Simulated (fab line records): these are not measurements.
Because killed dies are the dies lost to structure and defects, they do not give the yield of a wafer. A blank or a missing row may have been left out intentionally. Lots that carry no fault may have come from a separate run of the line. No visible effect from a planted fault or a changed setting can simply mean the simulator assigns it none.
Matching of chambers :: flow n5 finfet :: N5_BEOL_M0_SAQP_STRIP_108 on rie diel-02 has 4 sister chambers
The step strips in N2/H2. 20 wafers are shown with their chamber, then 10 later ones without.

## WAFERS PAIRED WITH THEIR CHAMBERS
wafer: L074.2
chamber: 1
showerhead plenum p Torr (Torr): 3.59
throttle valve pct (%): 19.1
oes product au (a.u.): 0.93

wafer: L074.4
chamber: 2
showerhead plenum p Torr (Torr): 3.27
throttle valve pct (%): 19.1
oes product au (a.u.): 0.82

wafer: L074.5
chamber: 3
showerhead plenum p Torr (Torr): 3.54
throttle valve pct (%): 18.1
oes product au (a.u.): 0.86

wafer: L076.1
chamber: 1
showerhead plenum p Torr (Torr): 3.58
throttle valve pct (%): 19.1
oes product au (a.u.): 0.93

wafer: L076.2
chamber: 0
showerhead plenum p Torr (Torr): 3.51
throttle valve pct (%): 18.9
oes product au (a.u.): 0.77

wafer: L076.3
chamber: 2
showerhead plenum p Torr (Torr): 3.27
throttle valve pct (%): 19.1
oes product au (a.u.): 0.82

wafer: L078.2
chamber: 0
showerhead plenum p Torr (Torr): 3.50
throttle valve pct (%): 18.9
oes product au (a.u.): 0.77

wafer: L078.3
chamber: 2
showerhead plenum p Torr (Torr): 3.27
throttle valve pct (%): 19.1
oes product au (a.u.): 0.82

wafer: L078.5
chamber: 2
showerhead plenum p Torr (Torr): 3.27
throttle valve pct (%): 19.1
oes product au (a.u.): 0.82

wafer: L081.2
chamber: 2
showerhead plenum p Torr (Torr): 3.27
throttle valve pct (%): 19.2
oes product au (a.u.): 0.81

wafer: L081.3
chamber: 0
showerhead plenum p Torr (Torr): 3.50
throttle valve pct (%): 19.0
oes product au (a.u.): 0.76

wafer: L081.4
chamber: 3
showerhead plenum p Torr (Torr): 3.53
throttle valve pct (%): 18.2
oes product au (a.u.): 0.84

wafer: L087.2
chamber: 2
showerhead plenum p Torr (Torr): 3.26
throttle valve pct (%): 19.2
oes product au (a.u.): 0.80

wafer: L087.5
chamber: 2
showerhead plenum p Torr (Torr): 3.26
throttle valve pct (%): 19.2
oes product au (a.u.): 0.80

wafer: L087.6
chamber: 1
showerhead plenum p Torr (Torr): 3.57
throttle valve pct (%): 19.2
oes product au (a.u.): 0.88

wafer: L088.1
chamber: 1
showerhead plenum p Torr (Torr): 3.57
throttle valve pct (%): 19.2
oes product au (a.u.): 0.89

wafer: L088.2
chamber: 0
showerhead plenum p Torr (Torr): 3.49
throttle valve pct (%): 19.0
oes product au (a.u.): 0.75

wafer: L088.6
chamber: 2
showerhead plenum p Torr (Torr): 3.26
throttle valve pct (%): 19.2
oes product au (a.u.): 0.80

wafer: L089.1
chamber: 3
showerhead plenum p Torr (Torr): 3.53
throttle valve pct (%): 18.2
oes product au (a.u.): 0.82

wafer: L089.3
chamber: 2
showerhead plenum p Torr (Torr): 3.26
throttle valve pct (%): 19.2
oes product au (a.u.): 0.79

SIGNATURES, as means of the wafers listed above
reading: showerhead plenum p Torr
chamber 0: 3.5000
chamber 1: 3.5775
chamber 2: 3.2656
chamber 3: 3.5333
scatter within a chamber: 0.00691

reading: throttle valve pct
chamber 0: 18.950
chamber 1: 19.150
chamber 2: 19.156
chamber 3: 18.167
scatter within a chamber: 0.0553

reading: oes product au
chamber 0: 0.7625
chamber 1: 0.9075
chamber 2: 0.8089
chamber 3: 0.8400
scatter within a chamber: 0.0163
Rule: distance of a wafer from a chamber = root of the sum over the readings of ((wafer's reading minus chamber's mean) / reading's scatter) squared. The wafer belongs to the nearest chamber; if the next one is less than 2 further off, it can't be placed. The scatter is the square root of a quotient: the sum, over the shown wafers, of each reading's squared deviation from its chamber's mean, divided by wafers minus chambers.

## WAFERS WHOSE CHAMBER IS MISSING
wafer: L089.5
showerhead plenum p Torr (Torr): 3.26
throttle valve pct (%): 19.2
oes product au (a.u.): 0.79

wafer: L091.1
showerhead plenum p Torr (Torr): 3.52
throttle valve pct (%): 18.2
oes product au (a.u.): 0.82

wafer: L091.3
showerhead plenum p Torr (Torr): 3.57
throttle valve pct (%): 19.2
oes product au (a.u.): 0.89

wafer: L091.5
showerhead plenum p Torr (Torr): 3.26
throttle valve pct (%): 19.2
oes product au (a.u.): 0.79

wafer: L093.1
showerhead plenum p Torr (Torr): 3.57
throttle valve pct (%): 19.2
oes product au (a.u.): 0.87

wafer: L093.3
showerhead plenum p Torr (Torr): 3.49
throttle valve pct (%): 19.0
oes product au (a.u.): 0.74

wafer: L093.4
showerhead plenum p Torr (Torr): 3.52
throttle valve pct (%): 18.2
oes product au (a.u.): 0.81

wafer: L097.2
showerhead plenum p Torr (Torr): 3.56
throttle valve pct (%): 19.2
oes product au (a.u.): 0.87

wafer: L097.3
showerhead plenum p Torr (Torr): 3.49
throttle valve pct (%): 19.0
oes product au (a.u.): 0.74

wafer: L097.6
showerhead plenum p Torr (Torr): 3.49
throttle valve pct (%): 19.0
oes product au (a.u.): 0.75

## CHAMBER TAKEN BY EACH
wafer: L089.5
from the rows above: 2
in truth: 2

wafer: L091.1
from the rows above: 3
in truth: 3

wafer: L091.3
from the rows above: 1
in truth: 1

wafer: L091.5
from the rows above: 2
in truth: 2

wafer: L093.1
from the rows above: 1
in truth: 1

wafer: L093.3
from the rows above: 0
in truth: 0

wafer: L093.4
from the rows above: 3
in truth: 3

wafer: L097.2
from the rows above: 1
in truth: 1

wafer: L097.3
from the rows above: 0
in truth: 0

wafer: L097.6
from the rows above: 0
in truth: 0
Placed correctly: 10 of 10. From these rows, 0 cannot be placed. Placed wrongly: 0.
